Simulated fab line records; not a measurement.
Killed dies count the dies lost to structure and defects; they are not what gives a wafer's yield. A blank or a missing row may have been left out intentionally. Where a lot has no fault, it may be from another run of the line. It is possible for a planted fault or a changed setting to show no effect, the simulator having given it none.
Matching of chambers	flow n5Finfet	N5_MOL_CONTACT_COAG_ETCHBACK_134 on rieDiel-05: 4 sister chambers
The step etches SiO2 in CHF3, target depth 10 nm, time 6.7 s. 16 wafers are shown with their chamber, then 8 later ones without.

EACH WAFER AND ITS CHAMBER
wafer	chamber	throttleValvePct (%)	drypumpMotorCurrentA (A)	rfVppV (V)
L076.1	0	18.34	5.56	524
L076.4	3	19.00	5.91	510
L076.5	3	18.99	5.94	511
L078.1	2	18.86	6.14	517
L078.2	0	18.36	5.53	524
L078.3	3	19.01	5.94	510
L081.2	3	19.02	5.96	510
L081.3	2	18.87	6.13	516
L081.5	1	18.18	5.81	523
L083.2	0	18.38	5.52	524
L083.3	1	18.19	5.81	523
L083.5	3	19.05	5.85	510
L085.2	2	18.87	6.12	517
L085.3	3	19.05	5.91	512
L085.6	3	19.03	5.90	511
L089.2	0	18.40	5.56	523

SIGNATURES (averages over the wafers above)
reading	chamber 0	chamber 1	chamber 2	chamber 3	scatter within a chamber
throttleValvePct	18.3700	18.1850	18.8667	19.0214	0.0212
drypumpMotorCurrentA	5.5425	5.8100	6.1300	5.9157	0.0278
rfVppV	523.75	523.00	516.67	510.57	0.654
Rule: for each reading, subtract the chamber's mean from the wafer's reading, divide by that reading's scatter and square the result; add these up over the readings and take the root, which gives the wafer's distance from the chamber. The wafer belongs to the nearest chamber; if the next one is less than 2 further off, it can't be placed. How the scatter is found: for the shown wafers, subtract from each reading the mean of its chamber, square and add these, divide the total by (wafers less chambers), then take the root.

WAFERS MISSING THEIR CHAMBER
wafer	throttleValvePct (%)	drypumpMotorCurrentA (A)	rfVppV (V)
L089.4	18.19	5.81	524
L089.5	18.88	6.12	517
L091.3	18.41	5.60	523
L091.4	18.40	5.59	524
L091.6	18.22	5.80	524
L093.1	18.22	5.81	523
L093.2	18.64	5.91	510
L093.4	18.41	5.57	522

WHICH CHAMBER EACH WENT THROUGH
wafer	from the rows above	in truth
L089.4	1	1
L089.5	2	2
L091.3	0	0
L091.4	0	0
L091.6	1	1
L093.1	1	1
L093.2	can't be placed: 2 or 3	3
L093.4	0	0
7 of 8 placed correctly. From these rows, 1 cannot be placed; in 1 the true chamber is one of the candidates. Wrongly placed: 0.
